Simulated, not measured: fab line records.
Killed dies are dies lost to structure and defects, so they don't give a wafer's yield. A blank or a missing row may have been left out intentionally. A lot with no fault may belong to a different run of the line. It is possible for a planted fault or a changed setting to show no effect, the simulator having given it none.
A struck lot beside a sound one    flow n5-finfet    14 steps out of a route of 1938
Sound: these wafers, L715.1, L715.2, L715.6. Struck: wafers L709.1, L709.3, L709.5. Last of all comes the cause.
Each step with rows lists, per side, the tool, then ch with its chambers, then its first start. Under that, the readings that differ: sound wafers    struck wafers    difference of the means    sigmas: that difference in standard deviations of wafers without a fault.
alike: same words and numbers on both sides, and readings whose means sit less than 2 such deviations apart. not compared: any withheld reading, any reading some wafer has no value for, any bound like >300 that may hide the same value, and any number with overlapping values for which the record gives no deviation.
Wherever a step has rows on one side only, a row that says differs or no value, or a row with sigmas, the two part there. Numbers that have no deviation but don't overlap get no sigmas and don't part them. Lack of a reading on every wafer of one side parts them only where that side has two or more wafers.

N5_BEOL_M7_OVL_MEAS_29:
  sound on overlay-02 ch 0, day 13 17:27; struck on overlay-02 ch 0, day 12 07:01
reading      sound        struck         difference  sigmas
V6_OVL (nm)  0.8 1.2 1.6  0.1 -1.0 -0.6  -1.7        -2
N5_BEOL_M7_INSPECT_30: inspects for defects (brightfield).
  sound on defect-inspect-01 at day 13 17:31; struck on defect-inspect-02 at day 12 07:04
  alike: raw-defect-count
N5_BEOL_M7_DESCUM_33: chemistry O2, time 7 s.
  sound on rie-diel-04 ch 1,2,3, day 13 17:47; struck on rie-diel-05 ch 0,2, day 12 07:39
  alike: chamber-pressure-mTorr, drypump-motor-current-A, oes-product-au, rf-vpp-V, showerhead-plenum-p-Torr, throttle-valve-pct
  not compared: rf-hours-counter-h
N5_BEOL_M7_ETCH_72: etches underlayer in N2/H2, target depth 6.5 nm, time 5.2 s.
  sound on rie-diel-04 ch 1,2,3, day 13 17:50; struck on rie-diel-05 ch 0,2, day 12 07:41
  alike: chamber-pressure-mTorr, drypump-motor-current-A, etch-rf-on-time-s, oes-product-au, rf-fwd-power-W, rf-vpp-V, showerhead-plenum-p-Torr, throttle-valve-pct
  not compared: rf-hours-counter-h
then, 1 step without rows for these wafers: N5_BEOL_M7_ETCH_65 (etches SiARC in CF4, target depth 15.6 nm, time 26 s).
N5_BEOL_M7_ETCH_66: etches SOC in N2/H2, target depth 80 nm, overetch 16 nm, time 120 s.
  sound on rie-diel-04 ch 1,2,3, day 13 17:52; struck on rie-diel-05 ch 0,2, day 12 07:44
reading             sound              struck             difference  sigmas
rf-fwd-power-W (W)  836.5 839.0 839.7  837.1 829.4 830.4  -6.1        -2
  alike: chamber-pressure-mTorr, drypump-motor-current-A, oes-product-au, rf-vpp-V, showerhead-plenum-p-Torr, throttle-valve-pct
  not compared: rf-hours-counter-h
then, 5 steps without rows for these wafers: N5_BEOL_M7_STRIP_69 (strips in N2/H2); N5_BEOL_M7_STRIP_73 (strips in N2/H2); N5_BEOL_M7_VIA_ETCH_34 (etches SiCOH lowk in C4F6/O2, target depth 125.5 nm, time 50.5 s); N5_BEOL_M7_STRIP_76 (strips in C4F6/O2); N5_BEOL_M7_STRIP_36 (strips in N2/H2).
N5_BEOL_M7_TRENCH_ETCH_37: etches SiCOH lowk in C4F6/O2, target depth 93.478 nm, time 31.2 s.
  sound on rie-diel-04 ch 1,2,3; struck on rie-diel-05 ch 0,2
  alike: chamber-pressure-mTorr, drypump-motor-current-A, oes_f_703_au, oes-product-au, rf-fwd-power-W, rf-vpp-V, showerhead-plenum-p-Torr, throttle-valve-pct
  not compared: rf-hours-counter-h
N5_BEOL_M7_ETCH_41: etches SiCN in CH3F/O2, target depth 31.9 nm, time 57.8 s.
  sound on rie-diel-04 ch 1,2,3, day 13 18:06; struck on rie-diel-05 ch 0,2, day 12 07:58
reading                   sound              struck             difference  sigmas
rf-fwd-power-W (W)        391.4 393.8 390.0  295.6 295.9 296.2  -95.8       -68
rf-vpp-V (V)              296.6 299.4 297.6  325.1 329.0 324.2  +28.2       +20
model.etch.depth-nm (nm)  22.43 21.91 23.08  19.6 19.69 19.53   -2.9        
  alike: chamber-pressure-mTorr, drypump-motor-current-A, oes-product-au, showerhead-plenum-p-Torr, throttle-valve-pct
  not compared: rf-hours-counter-h
N5_BEOL_M7_STRIP_80: strips in N2/H2, time 10 s.
  sound on rie-diel-04 ch 1,2,3; struck on rie-diel-05 ch 0,2
  alike: chamber-pressure-mTorr, drypump-motor-current-A, oes-product-au, rf-vpp-V, showerhead-plenum-p-Torr, throttle-valve-pct
  not compared: rf-hours-counter-h

== WHERE THEY PART ==
Last at N5_BEOL_M7_ETCH_41 as far as this record goes, first at N5_BEOL_M7_OVL_MEAS_29. Later steps at which nothing parts them and some readings are alike: N5_BEOL_M7_STRIP_80.

WHY: what had been put in by the simulator
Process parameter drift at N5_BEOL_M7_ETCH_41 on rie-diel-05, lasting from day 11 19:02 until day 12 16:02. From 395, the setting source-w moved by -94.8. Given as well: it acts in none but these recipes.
